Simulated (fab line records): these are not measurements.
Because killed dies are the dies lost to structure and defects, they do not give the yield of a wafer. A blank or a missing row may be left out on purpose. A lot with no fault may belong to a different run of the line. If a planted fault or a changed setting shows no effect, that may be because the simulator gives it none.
Chamber matching | flow n5-finfet | cvd-co-02 running N5_BEOL_M5_CVD_47: 3 sister chambers
The step deposits Co from CCTBA/H2, target thk 3 nm, time 216 s. 14 wafers are shown with their chamber, then 7 later ones without.

## WAFERS WITH THEIR CHAMBER
wafer  | chamber | run-length-s (s)
L933.2 | 2       | 239.0
L933.3 | 1       | 239.6
L933.6 | 2       | 238.9
L937.2 | 1       | 240.0
L937.5 | 0       | 238.7
L938.2 | 1       | 239.5
L952.2 | 2       | 239.1
L952.3 | 0       | 238.7
L952.4 | 2       | 239.1
L953.1 | 1       | 239.4
L953.4 | 1       | 239.2
L953.5 | 2       | 239.8
L954.2 | 0       | 238.7
L954.4 | 2       | 239.9

SIGNATURES (means of the wafers above)
reading      | chamber 0 | chamber 1 | chamber 2 | scatter within a chamber
run-length-s | 238.700   | 239.540   | 239.300   | 0.343
Rule: a wafer's distance from a chamber is the root of the sum, over the readings, of the square of ((its reading less the chamber's mean) divided by the reading's scatter). If the next closest chamber is less than 2 further off than the closest, the wafer can't be placed; otherwise it belongs to the closest. The scatter is the square root of a quotient: the sum, over the shown wafers, of each reading's squared deviation from its chamber's mean, divided by wafers minus chambers.

## WAFERS WITHOUT THEIR CHAMBER
wafer  | run-length-s (s)
L954.6 | 239.2
L955.1 | 238.7
L955.5 | 239.8
L955.6 | 239.4
L956.1 | 238.8
L956.3 | 239.5
L956.5 | 239.0

## WHICH CHAMBER EACH WENT THROUGH
wafer  | from the rows above          | in truth
L954.6 | can't be placed: 2 or 1 or 0 | 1
L955.1 | can't be placed: 0 or 2      | 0
L955.5 | can't be placed: 1 or 2      | 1
L955.6 | can't be placed: 2 or 1 or 0 | 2
L956.1 | can't be placed: 0 or 2 or 1 | 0
L956.3 | can't be placed: 1 or 2      | 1
L956.5 | can't be placed: 0 or 2 or 1 | 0
Placed correctly: 0 of 7. Unplaceable from these rows: 7, with the true chamber sitting among the candidates in 7. 0 placed wrongly.
